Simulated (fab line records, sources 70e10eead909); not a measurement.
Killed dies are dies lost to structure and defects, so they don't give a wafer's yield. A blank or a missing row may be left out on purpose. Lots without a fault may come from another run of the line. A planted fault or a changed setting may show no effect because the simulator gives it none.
fab line records | flow nand_harc
record lots=6 wafers=18 last_day=23
route steps=1159 shown P_STI@107 P_GATE@110 END@1159
lots that met no fault: from a run of the same line without faults
start_h: hours from the record's first day to the start of the lot's first wafer shown | wait_h: hours since the lot's step before | " the same as in the row above | L1.1+2: a row that stands for several wafers | - no value, or no start given | * or withheld: withheld | < > ~ a bound
route shown NAME@n: a module of which the file shows steps, and the number in the route of the first | usual: mean/standard deviation of fault-free wafers | same: alike in all rows | chamber/n: place in a boat | sites: the reading at each site | _std_site: their standard deviation | _edge_site: outer sites' mean less inner sites' | radius_mm: how far each site lies from the wafer's centre | mask NAME#n: copy n | behind: the tool/chamber that last shaped the wafer | hold: why the lot was held/for how many hours/how that ended | device: the transistor (n, p or np) that didn't switch | end of line: the same wafers' tests at the end of the route | a step without rows: its recipe alone | killed: dies lost to structure and defects at the first sort, not the wafer's yield | map: a wafer's dies, x killed, . not, _ none there
set.NAME: the setting as run; set.NAME@STEP: as run at that earlier step | model.NAME: the simulator's own value behind a step, which no gauge read
lots at some steps of the route; a table a step, a row a wafer
services: from which hour (start_h, from the record's first day; less than 0 if before it) a tool's chamber was out of use, for how many hours, and why
## steps
# step NHARC_P_STI_SRD_39
# step NHARC_P_STI_OXIDE_40
# recipe target_thk_a=100 temp_c=900 ox_time_s=1362 material=SiO2
# step NHARC_P_STI_INSPECT_25
# usual raw_defect_count=190/86
# columns lot.wafer tool chamber start_h wait_h raw_defect_count
L707.2 defect_inspect-02 - 106.68 0.4 225
L707.3 " - " " 163
L707.5 " - " " 206
L706.1 defect_inspect-01 - 106.68 0.4 129
L706.3 " - " " 162
L706.6 " - " " 216
L714.3 defect_inspect-01 - 144.70 0.4 285
L714.5 " - " " 270
L714.6 " - " " 296
L711.2 defect_inspect-02 - 144.70 0.4 204
L711.4 " - " " 205
L711.5 " - " " 158
L716.2 defect_inspect-01 - 158.75 0.4 91
L716.3 " - " " 82
L716.5 " - " " 85
L718.2 defect_inspect-01 - 175.07 0.4 195
L718.5 " - " " 160
L718.6 " - " " 162
# step NHARC_P_GATE_ETCH_69
# recipe target_depth_a=140 chemistry=dHF material=SiO2
# step NHARC_P_GATE_PRECLEAN_70
# recipe time_s=* temp_c=50 bath_age_min=0 chemistry=SC1
# step NHARC_P_GATE_SRD_01
# step NHARC_P_GATE_OXIDE_02
# recipe target_thk_a=375 temp_c=950 p_h2o_torr=720 ox_time_s=365 material=SiO2
# step NHARC_P_GATE_DEHYDRATE_03
# recipe temp_c=150 time_s=120
# step NHARC_P_GATE_HMDS_04
# recipe time_s=30
# step NHARC_P_GATE_COAT_05
# recipe spin_rpm=4690
# step NHARC_P_GATE_SOFTBAKE_06
# recipe temp_c=122 time_s=95
# step NHARC_P_GATE_EBR_07
# step NHARC_P_GATE_EXPOSE_08
# recipe na=0.6 dose_mj=16.75 mask_id=P_HV
# same na=0.6
# columns lot.wafer tool chamber start_h wait_h mask model.P_GATE.overlay_x_nm
L706.1+3+6 krf_scanner-01 0 114.56 - P_HV#0 16.01
L707.2+3+5 krf_scanner-04 0 114.73 - P_HV#0 -4.105
L714.3+5+6 krf_scanner-04 0 152.62 - P_HV#0 -10.64
L711.2+4+5 krf_scanner-01 0 152.78 - P_HV#0 282
L716.2+3+5 krf_scanner-01 0 166.65 - P_HV#0 284.2
L718.2+5+6 krf_scanner-04 0 182.82 - P_HV#0 2.252
# step NHARC_P_GATE_PEB_09
# recipe peb_temp_c=118 peb_time_s=85
# step NHARC_P_GATE_DEVELOP_10
# recipe time_s=70
# step NHARC_P_GATE_CD_MEAS_11
# recipe target_cd_nm=1640 landing_energy_ev=500
# usual cd_nm=1640.1/1.3
# columns lot.wafer tool chamber start_h wait_h cd_nm
L706.1 cd_sem-03 0 114.72 - 1637.3
L706.3 " 0 " " 1639.8
L706.6 " 0 " " 1638.7
L707.2 cd_sem-02 0 114.88 - 1639.9
L707.3 " 0 " " 1638.5
L707.5 " 0 " " 1639.4
L714.3 cd_sem-01 0 152.77 - 1640.7
L714.5 " 0 " " 1640.1
L714.6 " 0 " " 1641.1
L711.2 cd_sem-02 0 152.93 - 1639.9
L711.4 " 0 " " 1640.1
L711.5 " 0 " " 1638.7
L716.2 cd_sem-01 0 166.80 - 1641.7
L716.3 " 0 " " 1641.0
L716.5 " 0 " " 1641.6
L718.2 cd_sem-01 0 182.97 - 1639.4
L718.5 " 0 " " 1639.5
L718.6 " 0 " " 1640.3
# step NHARC_P_GATE_HARDBAKE_12
# recipe temp_c=125 time_s=80
# step NHARC_P_GATE_DESCUM_13
# recipe time_s=3 o2_flow_sccm=200 ar_flow_sccm=0 bias_power_w=0 chemistry=O2
# usual drypump_motor_current_A=5.7/0.44 oes_product_au=0.998/0.0067 rf_vpp_V=57.8/0.88 showerhead_plenum_p_Torr=1.92/0.098 throttle_valve_pct=11.312/0.0092
# columns lot.wafer tool chamber start_h wait_h drypump_motor_current_A oes_product_au rf_hours_counter_h rf_vpp_V showerhead_plenum_p_Torr throttle_valve_pct
L706.1 rie_diel-10 0 114.88 - 5.2 0.992 36 55.6 1.83 11.327
L706.3 " 1 " " 5.4 0.998 30 57.2 1.77 11.316
L706.6 " 1 " " 5.4 0.998 - 58.0 1.77 11.316
L707.2 rie_diel-10 1 115.05 - 5.4 1.003 30 57.9 1.77 11.303
L707.3 " 3 " " 5.3 1.006 37 58.2 2.01 11.319
L707.5 " 0 " " 5.2 0.988 - 57.5 1.83 11.308
L714.3 rie_diel-01 2 152.97 - 5.4 0.999 3 58.0 1.83 11.312
L714.6 " 3 " " 5.0 0.997 - 57.6 1.80 11.313
L714.5 " 0 " " 5.6 1.001 - 57.8 1.85 11.305
L711.4 rie_diel-10 2 153.10 - 6.1 0.996 53 58.4 2.03 11.321
L711.2 " 3 " " 5.3 1.001 50 57.5 2.00 11.321
L711.5 " 1 " " 5.4 0.988 - 57.0 1.76 11.307
L716.2 rie_diel-10 2 167.00 - 6.1 0.996 60 58.1 2.03 11.314
L716.3 " 3 " " 5.3 0.986 57 59.3 2.00 11.311
L716.5 " 2 " " 6.1 0.999 - 58.3 2.03 11.314
L718.2 rie_diel-04 1 183.16 - 5.6 1.000 9 56.4 1.92 11.312
L718.5 " 2 " " 6.6 1.002 - 57.9 1.83 11.320
L718.6 " 3 " " 5.3 1.007 - 58.0 2.02 11.296
# step NHARC_P_GATE_ETCH_14
# recipe target_depth_a=488 chemistry=dHF material=SiO2
# step NHARC_P_GATE_STRIP_15
# recipe time_s=780 temp_c=130 chemistry=SPM
# step NHARC_P_GATE_PRECLEAN_71
# recipe time_s=* temp_c=50 bath_age_min=0 chemistry=SC1
# step NHARC_P_GATE_SRD_72
# step NHARC_P_GATE_OXIDE_16
# recipe target_thk_a=30 temp_c=875 ox_time_s=392 material=SiO2
# step NHARC_P_GATE_CVD_17
# recipe target_thk_a=1500 temp_c=620 time_s=900 material=poly-Si
# step NHARC_P_GATE_HM_DEP_102
# recipe target_thk_a=1200 temp_c=400 material=aC
# step NHARC_P_GATE_DEP_103
# recipe target_thk_a=300 target_thk_nm=30 temp_c=400 flow_sccm=200 rf_w=350 material=SiON
# step NHARC_P_GATE_DEHYDRATE_18
# recipe temp_c=150 time_s=120
# step NHARC_P_GATE_HMDS_19
# recipe time_s=30
# step NHARC_P_GATE_COAT_20
# recipe spin_rpm=1500 resist_thk_nm=90
# step NHARC_P_GATE_SOFTBAKE_21
# recipe temp_c=105 time_s=55
# step NHARC_P_GATE_EBR_22
# step NHARC_P_GATE_EXPOSE_23
# recipe na=1.35 target_cd_nm=120 dose_mj=93.91 mask_id=P_GATE
# step NHARC_P_GATE_PEB_24
# recipe peb_temp_c=100 peb_time_s=65
# step NHARC_P_GATE_DEVELOP_25
# recipe develop_time_s=35 dev_temp_c=23
# step NHARC_P_GATE_CD_MEAS_26
# recipe target_cd_nm=120 landing_energy_ev=500
# usual cd_nm=120.0/0.52
# columns lot.wafer tool chamber start_h wait_h cd_nm
L707.2 cd_sem-02 0 134.37 - 119.1
L707.3 " 0 " " 119.7
L707.5 " 0 " " 119.5
L706.1 cd_sem-03 0 134.52 - 120.3
L706.3 " 0 " " 120.7
L706.6 " 0 " " 120.7
L711.2 cd_sem-02 0 166.57 - 119.9
L711.4 " 0 " " 119.8
L711.5 " 0 " " 119.7
L714.3 cd_sem-02 0 167.11 - 120.0
L714.5 " 0 " " 119.9
L714.6 " 0 " " 119.0
L716.2 cd_sem-03 0 185.41 - 120.6
L716.3 " 0 " " 119.9
L716.5 " 0 " " 120.7
L718.2 cd_sem-01 0 196.64 - 119.8
L718.5 " 0 " " 120.0
L718.6 " 0 " " 119.9
# step NHARC_P_GATE_OVL_MEAS_27
# usual overlay_x_nm=0.0/0.74 overlay_y_nm=-0.3/0.79
# columns lot.wafer tool chamber start_h wait_h overlay_x_nm overlay_y_nm
L707.2 overlay-02 - 134.46 - -0.4 -0.2
L707.3 " - " " -0.9 -0.1
L707.5 " - " " -1.1 0.3
L706.1 overlay-01 - 134.61 - -0.8 -0.3
L706.3 " - " " -0.7 -0.2
L706.6 " - " " -0.7 -0.5
L711.2 overlay-01 - 166.65 - -1.3 0.3
L711.4 " - " " -0.7 0.5
L711.5 " - " " -1.2 0.1
L714.3 overlay-02 - 167.19 - 0.8 -0.2
L714.5 " - " " 0.8 0.1
L714.6 " - " " 1.0 -0.8
L716.2 overlay-01 - 185.49 - -0.4 -0.7
L716.3 " - " " -0.6 -0.7
L716.5 " - " " -0.6 -0.5
L718.2 overlay-02 - 196.73 - 0.1 -0.7
L718.5 " - " " -0.3 -1.3
L718.6 " - " " -0.2 -0.5
# step NHARC_P_GATE_INSPECT_28
# usual raw_defect_count=5.9/3
# columns lot.wafer tool chamber start_h wait_h raw_defect_count
L707.2 defect_inspect-01 - 134.49 0.0 7
L707.3 " - " " 4
L707.5 " - " " 9
L706.1 defect_inspect-01 - 134.65 0.0 12
L706.3 " - " " 5
L706.6 " - " " 2
L711.2 defect_inspect-01 - 166.69 0.0 5
L711.4 " - " " 2
L711.5 " - " " 3
L714.3 defect_inspect-01 - 167.23 0.0 1
L714.5 " - " " 4
L714.6 " - " " 4
L716.2 defect_inspect-02 - 185.53 0.0 5
L716.3 " - " " 9
L716.5 " - " " 5
L718.2 defect_inspect-01 - 196.76 0.0 2
L718.5 " - " " 9
L718.6 " - " " 5
# step NHARC_P_GATE_DESCUM_31
# recipe time_s=3 o2_flow_sccm=200 ar_flow_sccm=0 bias_power_w=0 chemistry=O2
# usual drypump_motor_current_A=5.7/0.47 oes_product_au=0.998/0.0063 rf_vpp_V=58.0/0.92 showerhead_plenum_p_Torr=1.93/0.097 throttle_valve_pct=11.311/0.0096
# columns lot.wafer tool chamber start_h wait_h drypump_motor_current_A oes_product_au rf_hours_counter_h rf_vpp_V showerhead_plenum_p_Torr throttle_valve_pct
L707.3 rie_diel-04 2 134.56 0.1 6.6 0.997 2 56.9 1.83 11.312
L707.2 " 1 " " 5.6 1.009 2 56.4 1.93 11.317
L707.5 " 3 " " 5.3 1.007 - 57.7 2.03 11.310
L706.3 rie_diel-10 2 134.71 0.1 6.2 1.002 44 60.3 2.03 11.307
L706.1 " 3 " " 5.3 0.990 43 57.0 2.01 11.300
L706.6 " 3 " " 5.3 0.991 - 58.7 2.01 11.316
L711.2 rie_diel-04 2 166.76 0.1 6.6 1.001 7 56.8 1.83 11.320
L711.4 " 3 " " 5.3 1.004 7 59.1 2.02 11.320
L711.5 " 2 " " 6.6 0.989 - 57.7 1.83 11.315
L714.3 rie_diel-04 3 167.31 0.1 5.3 0.999 7 58.3 2.02 11.305
L714.5 " 2 " " 6.6 0.998 - 58.1 1.83 11.324
L714.6 " 3 " " 5.3 1.001 - 59.1 2.02 11.303
L716.3 rie_diel-10 1 185.59 0.1 5.4 1.004 0 59.0 2.08 11.278
L716.2 " 0 " " 5.2 0.996 0 56.8 1.82 11.303
L716.5 " 0 " " 5.2 0.997 - 57.2 1.82 11.307
L718.2 rie_diel-04 0 196.82 0.1 5.7 1.013 12 60.6 2.00 11.336
L718.5 " 0 " " 5.8 1.005 - 58.7 2.00 11.311
L718.6 " 1 " " 5.6 0.993 - 58.9 1.92 11.309
# step NHARC_P_GATE_ETCH_104
# recipe target_depth_a=600 time_s=withheld cf4_flow_sccm=100 chf3_flow_sccm=30 ar_flow_sccm=0 rf_w=500 bias_w=200 chemistry=CF4/CHF3
# usual bias_w=200.1/0.58 drypump_motor_current_A=5.7/0.45 oes_product_au=0.942/0.021 rf_vpp_V=371.0/2.7 showerhead_plenum_p_Torr=1.59/0.075 throttle_valve_pct=16.802/0.01
# columns lot.wafer tool chamber start_h wait_h bias_w drypump_motor_current_A oes_product_au rf_vpp_V showerhead_plenum_p_Torr throttle_valve_pct
L707.2 rie_diel-04 3 134.64 0.1 201.1 5.3 0.975 372.8 1.66 16.805
L707.3 " 0 " " 200.0 5.7 0.990 373.0 1.65 16.804
L707.5 " 0 " " 200.8 5.7 0.987 372.3 1.65 16.809
L706.3 rie_diel-10 3 134.80 0.1 199.5 5.3 0.924 374.0 1.65 16.811
L706.1 " 0 " " 199.9 5.2 0.922 367.0 1.51 16.818
L706.6 " 1 " " 200.3 5.4 0.927 366.6 1.46 16.805
L711.4 rie_diel-04 1 167.13 0.3 200.2 5.6 0.947 369.1 1.58 16.798
L711.2 " 0 " " 200.0 5.7 0.956 372.6 1.64 16.804
L711.5 " 1 " " 201.4 5.7 0.937 370.5 1.58 16.785
L714.3 rie_diel-04 2 167.40 0.1 200.3 6.6 0.934 368.7 1.51 16.789
L714.6 " 3 " " 199.4 5.3 0.933 374.6 1.66 16.784
L714.5 " 0 " " 201.5 5.7 0.943 372.8 1.64 16.809
L716.2 rie_diel-10 0 185.70 0.1 200.3 5.2 0.960 367.9 1.50 16.825
L716.3 " 1 " " 199.7 5.4 0.967 374.6 1.70 16.801
L716.5 " 0 " " 199.6 5.2 0.968 368.3 1.50 16.794
L718.2 rie_diel-04 3 196.91 0.1 200.1 5.3 0.936 373.0 1.66 16.808
L718.6 " 2 " " 200.2 6.6 0.928 368.7 1.51 16.801
L718.5 " 3 " " 199.8 5.3 0.926 372.6 1.66 16.804
# step NHARC_P_GATE_HM_OPEN_105
# recipe target_depth_a=3600 o2_flow_sccm=400 cos_flow_sccm=20 ar_flow_sccm=0 rf_w=500 bias_w=300 chemistry=O2/COS
# usual bias_w=299.9/0.77 drypump_motor_current_A=5.7/0.46 oes_product_au=1.000/0.0074 rf_vpp_V=468/3.3 showerhead_plenum_p_Torr=3.14/0.15 throttle_valve_pct=28.331/0.0076
# columns lot.wafer tool chamber start_h wait_h bias_w drypump_motor_current_A oes_product_au rf_hours_counter_h rf_vpp_V showerhead_plenum_p_Torr throttle_valve_pct
L707.3 rie_diel-04 0 - - 299.4 5.7 1.007 2 472 3.26 28.330
L707.2 " 2 " " 300.0 6.5 1.004 2 465 3.00 28.328
L707.5 " 3 " " 298.7 5.3 1.005 - 470 3.29 28.331
L706.3 rie_diel-10 1 - - 299.8 5.4 0.998 37 462 2.89 28.325
L706.1 " 2 " " 300.5 6.1 1.006 45 471 3.31 28.337
L706.6 " 3 " " 301.2 5.3 1.003 - 471 3.27 28.336
L711.2 rie_diel-04 3 - - 300.5 5.4 1.002 7 470 3.29 28.332
L711.4 " 1 " " 299.2 5.7 0.984 8 467 3.14 28.330
L711.5 " 3 " " 299.6 5.3 0.994 - 470 3.29 28.332
L714.3 rie_diel-04 1 - - 299.8 5.7 0.990 8 468 3.14 28.332
L714.5 " 2 " " 302.9 6.6 0.991 - 464 3.00 28.323
L714.6 " 3 " " 299.7 5.3 1.005 - 472 3.29 28.334
L716.3 rie_diel-10 0 - - 299.4 5.2 1.010 0 464 2.98 28.329
L716.2 " 3 " " 299.9 5.3 1.011 0 469 3.26 28.346
L716.5 " 1 " " 300.1 5.4 1.005 - 473 3.37 28.336
L718.2 rie_diel-04 1 - - 299.9 5.7 1.004 13 469 3.14 28.332
L718.5 " 1 " " 300.0 5.7 1.003 - 467 3.14 28.331
L718.6 " 2 " " 299.8 6.6 1.007 - 465 2.99 28.312
# step NHARC_P_GATE_STRIP_106
# recipe o2_flow_sccm=400 cos_flow_sccm=20 ar_flow_sccm=0 bias_w=0 chemistry=O2/COS
# step NHARC_P_GATE_ETCH_114
# recipe target_depth_a=300 overetch_a=30 time_s=16.5 ion_energy_ev=100 cf4_flow_sccm=80 o2_flow_sccm=20 ar_flow_sccm=0 rf_w=300 bias_w=100 chemistry=CF4/O2
# usual bias_w=99.98/0.3 drypump_motor_current_A=5.7/0.44 oes_product_au=1.000/0.0066 rf_vpp_V=198.0/1.6 showerhead_plenum_p_Torr=1.34/0.067 throttle_valve_pct=13.398/0.0088
# columns lot.wafer tool chamber start_h wait_h bias_w drypump_motor_current_A oes_product_au rf_hours_counter_h rf_vpp_V showerhead_plenum_p_Torr throttle_valve_pct
L707.3 rie_diel-04 1 - - 99.91 5.7 0.997 2 198.3 1.34 13.399
L707.2 " 2 " " 99.92 6.5 0.999 2 196.7 1.28 13.402
L707.5 " 3 " " 99.60 5.3 1.005 - 199.9 1.41 13.394
L706.3 rie_diel-10 1 - - 99.43 5.4 0.994 37 195.0 1.23 13.404
L706.1 " 3 " " 100.38 5.3 0.996 43 198.4 1.40 13.423
L706.6 " 2 " " 100.34 6.1 1.001 - 198.6 1.42 13.405
L711.4 rie_diel-04 2 - - 99.82 6.6 0.999 8 196.6 1.28 13.412
L711.2 " 0 " " 99.64 5.7 1.007 7 197.9 1.40 13.395
L711.5 " 2 " " 99.74 6.6 1.000 - 197.4 1.28 13.415
L714.3 rie_diel-04 2 - - 100.24 6.6 1.004 8 195.3 1.28 13.394
L714.6 " 2 " " 99.83 6.6 0.996 - 196.7 1.28 13.393
L714.5 " 3 " " 99.29 5.3 0.992 - 199.3 1.41 13.397
L716.2 rie_diel-10 0 - - 99.99 5.2 1.010 0 196.2 1.27 13.419
L716.3 " 1 " " 99.95 5.4 0.995 0 199.3 1.45 13.393
L716.5 " 3 " " 99.92 5.3 1.007 - 199.3 1.39 13.395
L718.2 rie_diel-04 1 - - 99.66 5.7 0.992 13 198.8 1.34 13.388
L718.6 " 1 " " 100.12 5.7 0.995 - 198.7 1.34 13.404
L718.5 " 2 " " 99.99 6.6 0.988 - 197.9 1.28 13.404
# step NHARC_END_SORT_01
# recipe temp_c=25
# usual killed_at_array=28/8.9 killed_at_other=0.8/1.2 killed_at_periphery=3.3/2.3 killed_dies=32/9.4 killed_open=3.2/1.8 killed_short=1.9/1.4
# same gross_dies=677
# columns lot.wafer tool chamber start_h wait_h killed_at_array killed_at_other killed_at_periphery killed_dies killed_open killed_short
L706.1 prober-02 0 502.59 2.5 34 0 3 37 2 1
L706.3 prober-02 0 504.21 3.1 29 0 2 31 1 2
L706.6 prober-02 0 506.64 4.0 27 1 3 31 2 1
L711.2 prober-01 0 526.05 2.8 29 0 648 677 3 3
L711.4 prober-01 0 527.64 3.4 27 0 650 677 3 2
L711.5 prober-01 0 528.44 3.7 25 0 652 677 5 1
L716.2 prober-01 0 533.84 2.8 38 0 639 677 4 2
L716.3 prober-01 0 534.65 3.1 34 1 642 677 3 1
L716.5 prober-01 0 536.26 3.7 31 5 641 677 1 4
# killed by level:class
L706.1 A_CHANNEL_HOLE_D1:chamber_film_flake=18 A_SLIT:chamber_film_flake=9 A_STAIRCASE:chamber_film_flake=4 A_CONTACT:geometric_particle:open=2 P_ZERO_WELL:chamber_film_flake=2 P_STI:geometric_particle:short=1 A_CONTACT:chamber_film_flake=1
L706.3 A_CHANNEL_HOLE_D1:chamber_film_flake=11 A_SLIT:chamber_film_flake=7 A_CONTACT:chamber_film_flake=5 A_ZERO_WELL:chamber_film_flake=2 A_STAIRCASE:chamber_film_flake=2 P_M0:geometric_particle:short=1 A_CHANNEL_FILL_D1:geometric_particle:open=1 A_CHANNEL_FILL_D1:geometric_particle:short=1
L706.6 A_CHANNEL_HOLE_D1:chamber_film_flake=13 A_SLIT:chamber_film_flake=6 A_STAIRCASE:chamber_film_flake=4 P_M0:geometric_particle:short=1 A_CHANNEL_HOLE_D1:geometric_particle:open=1 P_ZERO_WELL:chamber_film_flake=1 P_GATE:chamber_film_flake=1 STARTING-WAFER:geometric_particle:open=1
L711.2 P_GATE:overlay=647 A_SLIT:chamber_film_flake=12 A_CHANNEL_HOLE_D1:chamber_film_flake=6 A_STAIRCASE:chamber_film_flake=3 A_WL_FILL:geometric_particle:short=2 A_CONTACT:geometric_particle:open=2 P_GATE:geometric_particle:open=1 A_CONTACT:geometric_particle:short=1
L711.4 P_GATE:overlay=649 A_SLIT:chamber_film_flake=14 A_CHANNEL_HOLE_D1:chamber_film_flake=3 A_STAIRCASE:chamber_film_flake=3 A_WL_FILL:chamber_film_flake=2 P_M0:geometric_particle:open=1 A_ONON_D1:geometric_particle:open=1 A_CHANNEL_FILL_D1:geometric_particle:short=1
L711.5 P_GATE:overlay=650 A_SLIT:chamber_film_flake=12 A_CHANNEL_HOLE_D1:chamber_film_flake=5 A_STAIRCASE:chamber_film_flake=3 P_CONTACT:geometric_particle:open=1 P_M0:geometric_particle:open=1 A_CHANNEL_FILL_D1:geometric_particle:open=1 A_WL_FILL:geometric_particle:open=1
L716.2 P_GATE:overlay=631 A_CHANNEL_HOLE_D1:chamber_film_flake=24 P_GATE:chamber_film_flake=6 A_CONTACT:chamber_film_flake=4 A_ONON_D1:geometric_particle:short=2 A_STAIRCASE:chamber_film_flake=2 A_WL_FILL:chamber_film_flake=2 A_SOURCE_PLATE:geometric_particle:open=1
L716.3 P_GATE:overlay=640 A_CHANNEL_HOLE_D1:chamber_film_flake=22 A_STAIRCASE:chamber_film_flake=3 A_CONTACT:chamber_film_flake=3 A_WL_FILL:geometric_particle:open=2 A_CHANNEL_FILL_D1:geometric_particle:short=1 A_BLC:geometric_particle:open=1 P_STI:chamber_film_flake=1
L716.5 P_GATE:overlay=638 A_CHANNEL_HOLE_D1:chamber_film_flake=22 THIN_TSV:chamber_film_flake=5 A_STAIRCASE:chamber_film_flake=3 P_GATE:chamber_film_flake=2 P_M0:geometric_particle:short=1 A_SOURCE_PLATE:geometric_particle:short=1 A_ONON_D1:geometric_particle:short=1
# map L711.2 (x killed, . not)
____________x____________
_________xxxxxxx_________
_______xxxxxxxxxxx_______
______xxxxxxxxxxxxx______
_____xxxxxxxxxxxxxxx_____
____xxxxxxxxxxxxxxxxx____
____xxxxxxxxxxxxxxxxx____
___xxxxxxxxxxxxxxxxxxx___
___xxxxxxxxxxxxxxxxxxx___
__xxxxxxxxxxxxxxxxxxxxx__
__xxxxxxxxxxxxxxxxxxxxx__
_xxxxxxxxxxxxxxxxxxxxxxx_
_xxxxxxxxxxxxxxxxxxxxxxx_
_xxxxxxxxxxxxxxxxxxxxxxx_
_xxxxxxxxxxxxxxxxxxxxxxx_
_xxxxxxxxxxxxxxxxxxxxxxx_
xxxxxxxxxxxxxxxxxxxxxxxxx
xxxxxxxxxxxxxxxxxxxxxxxxx
xxxxxxxxxxxxxxxxxxxxxxxxx
xxxxxxxxxxxxxxxxxxxxxxxxx
xxxxxxxxxxxxxxxxxxxxxxxxx
_xxxxxxxxxxxxxxxxxxxxxxx_
_xxxxxxxxxxxxxxxxxxxxxxx_
_xxxxxxxxxxxxxxxxxxxxxxx_
_xxxxxxxxxxxxxxxxxxxxxxx_
_xxxxxxxxxxxxxxxxxxxxxxx_
__xxxxxxxxxxxxxxxxxxxxx__
__xxxxxxxxxxxxxxxxxxxxx__
___xxxxxxxxxxxxxxxxxxx___
___xxxxxxxxxxxxxxxxxxx___
____xxxxxxxxxxxxxxxxx____
____xxxxxxxxxxxxxxxxx____
_____xxxxxxxxxxxxxxx_____
______xxxxxxxxxxxxx______
_______xxxxxxxxxxx_______
_________xxxxxxx_________
____________x____________
# map L716.2 (x killed, . not)
____________x____________
_________xxxxxxx_________
_______xxxxxxxxxxx_______
______xxxxxxxxxxxxx______
_____xxxxxxxxxxxxxxx_____
____xxxxxxxxxxxxxxxxx____
____xxxxxxxxxxxxxxxxx____
___xxxxxxxxxxxxxxxxxxx___
___xxxxxxxxxxxxxxxxxxx___
__xxxxxxxxxxxxxxxxxxxxx__
__xxxxxxxxxxxxxxxxxxxxx__
_xxxxxxxxxxxxxxxxxxxxxxx_
_xxxxxxxxxxxxxxxxxxxxxxx_
_xxxxxxxxxxxxxxxxxxxxxxx_
_xxxxxxxxxxxxxxxxxxxxxxx_
_xxxxxxxxxxxxxxxxxxxxxxx_
xxxxxxxxxxxxxxxxxxxxxxxxx
xxxxxxxxxxxxxxxxxxxxxxxxx
xxxxxxxxxxxxxxxxxxxxxxxxx
xxxxxxxxxxxxxxxxxxxxxxxxx
xxxxxxxxxxxxxxxxxxxxxxxxx
_xxxxxxxxxxxxxxxxxxxxxxx_
_xxxxxxxxxxxxxxxxxxxxxxx_
_xxxxxxxxxxxxxxxxxxxxxxx_
_xxxxxxxxxxxxxxxxxxxxxxx_
_xxxxxxxxxxxxxxxxxxxxxxx_
__xxxxxxxxxxxxxxxxxxxxx__
__xxxxxxxxxxxxxxxxxxxxx__
___xxxxxxxxxxxxxxxxxxx___
___xxxxxxxxxxxxxxxxxxx___
____xxxxxxxxxxxxxxxxx____
____xxxxxxxxxxxxxxxxx____
_____xxxxxxxxxxxxxxx_____
______xxxxxxxxxxxxx______
_______xxxxxxxxxxx_______
_________xxxxxxx_________
____________x____________
## services
# columns tool chamber start_h hours kind
rie_diel-04 0 91.35 - clean
rie_diel-04 1 91.35 - clean
rie_diel-04 2 91.35 - clean
rie_diel-04 3 91.35 - clean
krf_scanner-01 - 107.98 0.2 repair
krf_scanner-01 - 108.38 0.6 repair
rie_diel-04 - 111.90 9.0 pm
rie_diel-04 0 111.90 9.0 vent_cycle
rie_diel-04 1 111.90 9.0 vent_cycle
rie_diel-04 2 111.90 9.0 vent_cycle
rie_diel-04 3 111.90 9.0 vent_cycle
rie_diel-01 2 112.65 15.5 repair
rie_diel-04 0 120.90 - clean
rie_diel-04 1 120.90 - clean
rie_diel-04 2 120.90 - clean
rie_diel-04 3 120.90 - clean
krf_scanner-04 - 126.00 4.0 pm
rie_diel-01 - 138.09 9.0 pm
rie_diel-04 0 145.48 - clean
rie_diel-04 1 145.48 - clean
krf_scanner-01 - 146.37 0.3 repair
rie_diel-01 0 172.11 9.6 repair
rie_diel-10 - 176.50 9.0 pm
krf_scanner-01 - 181.26 9.5 repair
## key
first_sign step=NHARC_END_SORT_01 reading=killed_at_periphery direction=up sigmas=99+ usual=3.3 struck=645.3
effect step=NHARC_END_SORT_01 reading=killed_dies direction=up sigmas=69 usual=32 struck=677
model_effect step=NHARC_P_GATE_EXPOSE_08 value=P_GATE.overlay_x_nm without=-7.727 struck=283.1
more_kills_born_at NHARC_P_GATE_EXPOSE_08@krf_scanner-01=3855
met_at NHARC_P_GATE_EXPOSE_08
struck_wafers L711.2,L711.4,L711.5,L716.2,L716.3,L716.5
tester_left_out L711,L716
onset_between 114.56 152.78
also_fits NHARC_P_GATE_DESCUM_13:rie_diel-10
fault kind=scanner_matching_overlay tool=krf_scanner-01 chamber=- onset_h=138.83 steps=NHARC_P_GATE_EXPOSE_08 offset=290.83
# tester_left_out: of these lots the tester's yield and bins aren't shown, on N5 and GAA mostly nor the transistor test; their killed dies are dies lost to structure and defects alone, not to doping, threshold or leakage, so they don't give the yield
